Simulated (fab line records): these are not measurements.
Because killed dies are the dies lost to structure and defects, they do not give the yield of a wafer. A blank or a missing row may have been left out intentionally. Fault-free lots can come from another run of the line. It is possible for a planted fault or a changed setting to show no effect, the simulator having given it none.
Chamber matching :: flow nand-harc :: NHARC_P_CONTACT_CMP_24 on cmp-04 has 4 sister chambers
The step polishes, t overpolish 30 s, target thk 200 nm. 4 wafers are shown with their chamber, then 8 later ones without.

## WAFERS WITH THEIR CHAMBER
wafer: L079.6
chamber: 0
motor-current-A (A): 15.1

wafer: L086.2
chamber: 1
motor-current-A (A): 14.9

wafer: L086.5
chamber: 3
motor-current-A (A): 11.9

wafer: L089.2
chamber: 2
motor-current-A (A): 11.1

## WAFERS MISSING THEIR CHAMBER
wafer: L089.3
motor-current-A (A): 12.2

wafer: L089.5
motor-current-A (A): 11.7

wafer: L090.1
motor-current-A (A): 14.2

wafer: L090.3
motor-current-A (A): 11.4

wafer: L090.5
motor-current-A (A): 14.9

wafer: L093.2
motor-current-A (A): 15.8

wafer: L093.3
motor-current-A (A): 11.1

wafer: L093.6
motor-current-A (A): 10.9

## EACH ONE'S CHAMBER
wafer: L089.3
from the rows above: 3
in truth: 3

wafer: L089.5
from the rows above: can't be placed: 3 or 2
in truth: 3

wafer: L090.1
from the rows above: can't be placed: 1 or 0
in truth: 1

wafer: L090.3
from the rows above: can't be placed: 2 or 3
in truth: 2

wafer: L090.5
from the rows above: can't be placed: 1 or 0
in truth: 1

wafer: L093.2
from the rows above: can't be placed: 0 or 1
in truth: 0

wafer: L093.3
from the rows above: 2
in truth: 2

wafer: L093.6
from the rows above: 2
in truth: 2
3 of 8 placed correctly. Can't be placed from these rows: 5 (the true chamber is among the candidates in 5). Wrongly placed: 0.
How it was worked out, from the rows above alone: a wafer's distance from a chamber is the root of the sum, over the readings, of the square of ((its reading less the chamber's mean) divided by the reading's scatter). The wafer belongs to the nearest chamber; if the next one is less than 2 further off, it can't be placed. Each chamber's mean is taken over the wafers shown for it. The scatter: root of mean squared gap, hidden wafer to nearest shown wafer, with one shown wafer a chamber.
